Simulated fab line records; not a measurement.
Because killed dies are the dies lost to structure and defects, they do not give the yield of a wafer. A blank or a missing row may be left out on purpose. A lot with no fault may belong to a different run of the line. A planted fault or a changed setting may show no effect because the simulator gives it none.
A struck lot beside a sound one -- flow nandHarc -- 15 steps out of a route of 1302
Sound: wafers L200.1, L200.2, L200.6. Struck: wafers L208.4, L208.5. (L208.2 of the same lot was not struck and is left out.) The cause comes at the end.
For every step that has rows: the tool of each side, followed by ch and its chambers, followed by its first start. Under that, the readings that differ: sound wafers -- struck wafers -- difference of the means -- sigmas: that difference in standard deviations of wafers without a fault.
alike: readings whose means differ by less than 2 such deviations, and words and numbers that are the same on both sides. not compared: withheld readings, readings that some wafer has no value for, bounds like >300 that may hide the same value, and numbers for which the record gives no deviation and whose values overlap.
The two part at a step that has a row with sigmas, a row that says differs or no value, or rows on one side only. Non-overlapping numbers with no deviation appear without sigmas and do not part them. A reading missing from all wafers of one side parts the sides only when that side holds two or more wafers.

first, 4 steps without rows for these wafers: NHARC_P_BONDPAD_EBR_05; NHARC_P_BONDPAD_EXPOSE_06 (exposes mask P BPAD); NHARC_P_BONDPAD_PEB_07 (peb time 80 s); NHARC_P_BONDPAD_DEVELOP_08 (time 50 s).
NHARC_P_BONDPAD_CD_MEAS_09: target cd 500 nm.
  sound on cdSem-02 ch 0, day 9 20:51; struck on cdSem-03 ch 0, day 13 09:24
  alike: cdNm
NHARC_P_BONDPAD_OVL_MEAS_38:
  struck on overlay-02, day 13 09:29; sound on overlay-01, day 9 20:56
  alike: overlayXNm, overlayYNm
then, 1 step without rows for these wafers: NHARC_P_BONDPAD_HARDBAKE_10 (time 65 s).
NHARC_P_BONDPAD_DESCUM_11: chemistry O2, time 3 s.
  sound on rieDiel-12 ch 0,1, day 9 21:04; struck on rieDiel-03 ch 0,3, day 13 09:37
reading,sound,struck,difference,sigmas
showerheadPlenumPTorr (Torr),2.02 2.05 2.02,1.86 1.79,-0.20,-3
  alike: drypumpMotorCurrentA, oesProductAu, rfVppV, throttleValvePct
  not compared: rfHoursCounterH
NHARC_P_BONDPAD_ETCH_37: etches the open film in N2/H2, target depth 60 nm, overetch 18 nm, time 65.91 s.
  sound on rieDiel-12 ch 0,1,2, day 9 21:09; struck on rieDiel-03 ch 1,2, day 13 09:42
  alike: drypumpMotorCurrentA, oesProductAu, rfVppV, runLengthS, showerheadPlenumPTorr, throttleValvePct
  not compared: rfHoursCounterH
NHARC_P_BONDPAD_ETCH_12: etches the open film in CHF3/O2, target depth 200 nm, time 100 s.
  sound on rieDiel-12 ch 2,3; struck on rieDiel-03 ch 0,1
reading,sound,struck,difference,sigmas
oesProductAu (a.u.),0.919 0.931 0.937,0.985 0.978,+0.052,+2
  alike: drypumpMotorCurrentA, rfVppV, runLengthS, showerheadPlenumPTorr, throttleValvePct
  not compared: rfHoursCounterH
NHARC_P_BONDPAD_CD_MEAS_13:
  struck on cdSem-03, day 13 09:55; sound on cdSem-03, day 9 21:23
  alike: cdNm
NHARC_P_BONDPAD_STRIP_15: strips in O2.
  sound on rieDiel-12 ch 1,2,3, day 9 21:28; struck on rieDiel-12 ch 0,3, day 13 09:59
  alike: drypumpMotorCurrentA, oesProductAu, rfVppV, showerheadPlenumPTorr, throttleValvePct
  not compared: rfHoursCounterH
NHARC_P_BONDPAD_ETCH_24: etches the open film in CF4/N2, target depth 30 nm, time 72.99 s.
  sound on rieDiel-12 ch 0,2, day 9 21:36; struck on rieDiel-12 ch 2,3, day 13 10:09
reading,sound,struck,difference,sigmas
runLengthS (s),94.7 94.2 94.6,91.7 91.3,-3.0,-8
  alike: drypumpMotorCurrentA, oesProductAu, rfVppV, showerheadPlenumPTorr, throttleValvePct
  not compared: rfHoursCounterH
then, 1 step without rows for these wafers: NHARC_P_BONDPAD_STRIP_16 (strips in post etch residue remover, time 600 s).
-- break in the record here, with 17 days between the starts of the struck wafers on either side (left off in module P_BONDPAD, picked up again in module END, where the first step shown is number 1302 on the route) --
NHARC_END_SORT_01:
  sound on prober-01 ch 0, day 27 22:00; struck on prober-02 ch 0, day 30 20:11
reading,sound,struck,difference,sigmas
killedAtPeriphery,10 10 14,2 3,-9,-3
  alike: defectLimitedYield, killedAtArray, killedAtOther, killedDies, killedOpen, killedShort

== WHERE THEY PART ==
Earliest at NHARC_P_BONDPAD_DESCUM_11; latest, in this record, at NHARC_END_SORT_01.

WHY: whatever the simulator had introduced
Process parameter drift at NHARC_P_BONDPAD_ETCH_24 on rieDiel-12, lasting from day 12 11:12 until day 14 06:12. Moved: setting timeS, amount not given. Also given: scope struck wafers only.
